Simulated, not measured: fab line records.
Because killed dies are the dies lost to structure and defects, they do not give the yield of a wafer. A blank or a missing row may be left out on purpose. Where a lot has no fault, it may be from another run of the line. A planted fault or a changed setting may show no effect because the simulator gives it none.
Struck lot and sound lot, side by side + flow nand-harc + 14 out of 1159 route steps
Sound: the wafers L375.3, L375.4, L375.5. Struck: wafer L387.1; the same lot's L387.4 was not struck, so it is left out; see the end for the cause.
Per side, at each step with rows, come the tool, then ch with its chambers, and then its first start. Under that, the readings that differ: sound wafers + struck wafers + difference of the means + sigmas: that difference in standard deviations of wafers without a fault.
alike: readings with means less than 2 such deviations apart, plus words and numbers identical on both sides. not compared: withheld readings, readings lacking a value on some wafer, bounds such as >300 that could conceal the same value, and numbers that have no deviation in the record and whose values overlap.
The two part at a step that has a row with sigmas, a row that says differs or no value, or rows on one side only. Non-overlapping numbers with no deviation appear without sigmas and do not part them. Lack of a reading on every wafer of one side parts them only where that side has two or more wafers.

NHARC_A_STAIRCASE_TRIM_220: chemistry O2, time 211.2 s.
  sound on rie-diel-06 ch 1,2, day 11 22:35; struck on rie-diel-01 ch 0, day 15 16:23
  alike: drypump-motor-current-A, oes-product-au, rf-vpp-V, showerhead-plenum-p-Torr, throttle-valve-pct
  not compared: rf-hours-counter-h
then, 1 step without rows for these wafers: NHARC_A_STAIRCASE_ETCH_221 (etches the open film in C4F8/O2, target depth 100 nm, time 40.5 s).
NHARC_A_STAIRCASE_TRIM_222: chemistry O2, time 211.2 s.
  sound on rie-diel-06 ch 0,1,2; struck on rie-diel-01 ch 2
  alike: drypump-motor-current-A, oes-product-au, rf-vpp-V, showerhead-plenum-p-Torr, throttle-valve-pct
  not compared: rf-hours-counter-h
NHARC_A_STAIRCASE_ETCH_223: etches the open film in C4F8/O2, target depth 100 nm, time 40.5 s.
  sound on rie-diel-06 ch 0,1,2; struck on rie-diel-01 ch 1
| reading               | sound             | struck | difference | sigmas |
|-----------------------|-------------------|--------|------------|--------|
| oes-product-au (a.u.) | 0.948 0.925 0.924 | 0.964  | +0.032     | +2     |
  alike: rf-vpp-V
  not compared: rf-hours-counter-h
then, 2 steps without rows for these wafers: NHARC_A_STAIRCASE_TRIM_224 (chemistry O2, time 211.2 s); NHARC_A_STAIRCASE_ETCH_225 (etches the open film in C4F8/O2, target depth 100 nm, time 40.5 s).
NHARC_A_STAIRCASE_TRIM_226: chemistry O2, time 211.2 s.
  sound on rie-diel-06 ch 0,1; struck on rie-diel-01 ch 1
| reading               | sound             | struck | difference | sigmas |
|-----------------------|-------------------|--------|------------|--------|
| oes-product-au (a.u.) | 0.995 0.978 0.999 | 1.019  | +0.028     | +2     |
  alike: drypump-motor-current-A, rf-vpp-V, showerhead-plenum-p-Torr, throttle-valve-pct
  not compared: rf-hours-counter-h
then, 3 steps without rows for these wafers: NHARC_A_STAIRCASE_ETCH_227 (etches the open film in C4F8/O2, target depth 100 nm, time 40.5 s); NHARC_A_STAIRCASE_TRIM_229 (chemistry O2, time 211.2 s); NHARC_A_STAIRCASE_ETCH_230 (etches the open film in C4F8/O2, target depth 100 nm, time 40.5 s).
NHARC_A_STAIRCASE_TRIM_231: chemistry O2, time 211.2 s.
  sound on rie-diel-02 ch 1,2,3; struck on rie-diel-02 ch 2
  alike: drypump-motor-current-A, oes-product-au, rf-vpp-V, showerhead-plenum-p-Torr, throttle-valve-pct
  not compared: rf-hours-counter-h
NHARC_A_STAIRCASE_ETCH_232: etches the open film in C4F8/O2, target depth 100 nm, time 40.5 s.
  sound on rie-diel-02 ch 0,1,3, day 12 00:22; struck on rie-diel-02 ch 0, day 15 18:13
| reading               | sound             | struck | difference | sigmas |
|-----------------------|-------------------|--------|------------|--------|
| oes-product-au (a.u.) | 0.903 0.933 0.913 | 1.319  | +0.403     | +29    |
  alike: rf-vpp-V
  not compared: rf-hours-counter-h
then, 1 step without rows for these wafers: NHARC_A_STAIRCASE_TRIM_233 (chemistry O2, time 211.2 s).
-- break in the record here, with 8 days between the starts of the struck wafers on either side (left off in module A_STAIRCASE, picked up again in module END, where the first step shown is number 1159 on the route) --
NHARC_END_SORT_01:
  only the struck wafers appear in the record here, on prober-01 ch 0 at day 24 05:45; the sound ones have no rows

== WHERE THEY PART ==
At NHARC_A_STAIRCASE_ETCH_223 first; at NHARC_END_SORT_01 last (within this record only).

WHY: whatever the simulator had introduced
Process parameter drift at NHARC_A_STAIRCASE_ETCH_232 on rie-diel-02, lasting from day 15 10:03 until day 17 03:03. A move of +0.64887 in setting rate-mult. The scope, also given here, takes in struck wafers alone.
